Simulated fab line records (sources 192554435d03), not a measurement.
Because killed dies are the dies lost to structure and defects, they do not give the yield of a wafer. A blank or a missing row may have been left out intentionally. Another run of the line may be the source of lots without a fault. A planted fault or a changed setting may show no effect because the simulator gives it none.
Lot-split experiment | flow n5-finfet | 21 wafers read from 7 lots, route of 1938 steps

== THE SPLIT ==
At N5_BEOL_M6_ETCH_62 (etches SOC in N2/H2, target depth 110 nm, overetch 22 nm, time 165 s), the setting time-s was moved away from the recipe's 165 s on 8 of the 21 wafers read, by -21.1% to +16.4%. For the rest of the wafers, this setting stayed at what the recipe calls for.

Reading taken at the split's own step.

== THE READING ==
SiARC_of_BEOL_M6_COAT_60.thk-nm (the simulator's own value, which no gauge read), in nm, at N5_BEOL_M6_ETCH_62 (etches SOC in N2/H2, target depth 110 nm, overetch 22 nm, time 165 s). The file gives no usual value for it. The 13 wafers here that ran the recipe average 28.3 nm, standard deviation 0.092 nm.

wafer  | tool, chamber at the split | time-s as run, s | against the recipe | SiARC_of_BEOL_M6_COAT_60.thk-nm, nm | against lot-mates on the recipe
L074.1 | rie-diel-03, 2             | 165              | recipe             | 28.2                                | -
L074.3 | rie-diel-03, 3             | 192.1            | +16.4%             | 27.2                                | -1.0
L074.4 | rie-diel-03, 1             | 192.1            | +16.4%             | 27.2                                | -1.0
L076.1 | rie-diel-02, 0             | 165              | recipe             | 28.2                                | -
L076.3 | rie-diel-02, 1             | 165              | recipe             | 28.4                                | -
L076.6 | rie-diel-02, 0             | 130.2            | -21.1%             | 29.8                                | +1.5
L077.1 | rie-diel-03, 1             | 165              | recipe             | 28.4                                | -
L077.4 | rie-diel-03, 1             | 165              | recipe             | 28.4                                | -
L077.5 | rie-diel-03, 2             | 165              | recipe             | 28.2                                | -
L086.1 | rie-diel-02, 2             | 138.4            | -16.1%             | 29.4                                | +1.2
L086.5 | rie-diel-02, 0             | 165              | recipe             | 28.2                                | -
L086.6 | rie-diel-02, 2             | 165              | recipe             | 28.2                                | -
L088.1 | rie-diel-03, 1             | 165              | recipe             | 28.2                                | -
L088.3 | rie-diel-03, 2             | 131.8            | -20.1%             | 29.6                                | +1.4
L088.6 | rie-diel-03, 2             | 131.8            | -20.1%             | 29.4                                | +1.2
L094.1 | rie-diel-02, 1             | 165              | recipe             | 28.2                                | -
L094.4 | rie-diel-02, 3,0           | 165              | recipe             | 28.2                                | -
L094.5 | rie-diel-02, 3,0           | 165              | recipe             | 28.2                                | -
L096.1 | rie-diel-03, 3             | 165              | recipe             | 28.4                                | -
L096.3 | rie-diel-03, 1             | 142.3            | -13.8%             | 29.2                                | +0.8
L096.6 | rie-diel-03, 3             | 142.3            | -13.8%             | 29.2                                | +0.8
When a row names more than one chamber, that row covers several wafers, and the file does not tell which wafer ran in which chamber.

FIT RESULTS
A straight line over all 21 wafers: SiARC_of_BEOL_M6_COAT_60.thk-nm changes by -0.0661 nm for each +1% of time-s; r = -0.99; the points scatter about the line by 0.096 nm.
The same after taking each lot's own level away (the mean of its wafers on the recipe; 21 wafers): -0.0647 nm for each +1%; r = -0.99; scatter 0.083 nm.
The reading moves by 1.4 nm for the largest change in time-s, on that fit.
The lots' own levels span 28.20 to 28.40 nm, that is 2.2 times the standard deviation above.
The two slopes agree, so the slope changes little with the lot-to-lot level.
Check: +1.35 nm against its lot-mates is what the line predicts for one of the wafers moved furthest among these (-21.1%) when that wafer is left out of the fit. Against them it came out at +1.5 nm.

== THE FILE'S OWN FIT ==
SiARC_of_BEOL_M6_COAT_60.thk-nm changes by -0.0667 nm for each +1% of time-s, r = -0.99.
